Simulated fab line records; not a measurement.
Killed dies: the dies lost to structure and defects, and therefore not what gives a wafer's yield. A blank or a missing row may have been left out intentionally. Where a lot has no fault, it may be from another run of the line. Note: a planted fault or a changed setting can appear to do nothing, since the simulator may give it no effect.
Struck lot and sound lot, side by side :: flow nandHarc :: 15 out of 1159 route steps
Sound: these wafers, L544.2, L544.3, L544.6. Struck: wafer L537.2. (L537.5 of the same lot was not struck and is left out.) The cause comes at the end.
For every step that has rows: the tool of each side, followed by ch and its chambers, followed by its first start. Under that, the readings that differ: sound wafers :: struck wafers :: difference of the means :: sigmas: that difference in standard deviations of wafers without a fault.
alike: words and numbers the same on both sides, and readings whose means are apart by under 2 such deviations; not compared: readings that were withheld, readings missing a value for some wafer, numbers with overlapping values and no deviation given by the record, and bounds like >300 which may hide the same value.
A row with sigmas, a row that says differs or no value, or rows on one side alone: a step with any of these is where the two part. Numbers that have no deviation but don't overlap get no sigmas and don't part them. A reading missing from all wafers of one side parts the sides only when that side holds two or more wafers.

first, 7 steps without rows for these wafers: NHARC_A_CONTACT_COAT_62 (time 65 s); NHARC_A_CONTACT_COAT_63 (resist thk 90 nm); NHARC_A_CONTACT_SOFTBAKE_64 (time 55 s); NHARC_A_CONTACT_EBR_65; NHARC_A_CONTACT_EXPOSE_66 (exposes mask A CC 2); NHARC_A_CONTACT_PEB_67 (peb time 65 s); NHARC_A_CONTACT_DEVELOP_68 (develop time 35 s).
NHARC_A_CONTACT_CD_MEAS_69: the cd target is 200 nm.
  sound on cdSem-03 ch 0, day 20 00:29; struck on cdSem-03 ch 0, day 18 23:37
  alike: cdNm
NHARC_A_CONTACT_OVL_MEAS_70:
  sound on overlay-01 at day 20 00:35; struck on overlay-01 at day 18 23:43
  alike: overlayXNm, overlayYNm
NHARC_A_CONTACT_INSPECT_71:
  sound on defectInspect-02 at day 20 00:37; struck on defectInspect-01 at day 18 23:45
reading: rawDefectCount
sound: 55 50 59
struck: 20
difference: -35
sigmas: -2
NHARC_A_CONTACT_DESCUM_74: chemistry O2, time 3 s.
  sound on rieDiel-11 ch 0,3, day 20 00:41; struck on rieDiel-06 ch 2, day 19 00:02
  alike: drypumpMotorCurrentA, oesProductAu, rfVppV, showerheadPlenumPTorr, throttleValvePct
  not compared: rfHoursCounterH
NHARC_A_CONTACT_ETCH_75: etches the open film in CF4, target depth 39 nm, time 65 s.
  sound on rieDiel-11 ch 0,1,3, day 20 00:46; struck on rieDiel-06 ch 3, day 19 00:14
  alike: drypumpMotorCurrentA, oesProductAu, rfVppV, showerheadPlenumPTorr, throttleValvePct
  not compared: rfHoursCounterH
NHARC_A_CONTACT_ETCH_76: etches the open film in N2/H2, target depth 260 nm, time 475.3 s.
  sound on rieDiel-11 ch 0,3, day 20 00:51; struck on rieDiel-06 ch 0, day 19 00:20
reading: oesProductAu (a.u.)
sound: 1.007 1.003 0.993
struck: 0.822
difference: -0.179
sigmas: -20
  alike: drypumpMotorCurrentA, rfVppV, showerheadPlenumPTorr, throttleValvePct
  not compared: rfHoursCounterH
NHARC_A_CONTACT_ETCH_77: etches the open film in CF4/CHF3, target depth 72.6 nm, time 36.3 s.
  sound on rieDiel-11 ch 1,2; struck on rieDiel-06 ch 2
reading: rfVppV (V)
sound: 375.0 366.8 366.7
struck: 374.9
difference: +5.4
sigmas: +2

reading: throttleValvePct (%)
sound: 16.797 16.787 16.798
struck: 16.815
difference: +0.021
sigmas: +2
  alike: drypumpMotorCurrentA, oesProductAu, showerheadPlenumPTorr
  not compared: rfHoursCounterH
-- break in the record here, with 2 days between the starts of the struck wafers on either side (left off in module A_CONTACT, picked up again in module END, where the first step shown is number 1159 on the route) --
NHARC_END_SORT_01:
  sound on prober-01 ch 0, day 22 18:13; struck on prober-01 ch 0, day 21 09:57
reading: killedAtArray
sound: 45 39 45
struck: 596
difference: +553
sigmas: +50

reading: killedDies
sound: 49 44 51
struck: 600
difference: +552
sigmas: +50

reading: killedOpen
sound: 5 2 4
struck: 9
difference: +5
sigmas: +3
  alike: killedAtOther, killedAtPeriphery, killedShort

WHERE THEY PART
First at NHARC_A_CONTACT_INSPECT_71; last, within this record, at NHARC_END_SORT_01.

WHY: what had been put in by the simulator
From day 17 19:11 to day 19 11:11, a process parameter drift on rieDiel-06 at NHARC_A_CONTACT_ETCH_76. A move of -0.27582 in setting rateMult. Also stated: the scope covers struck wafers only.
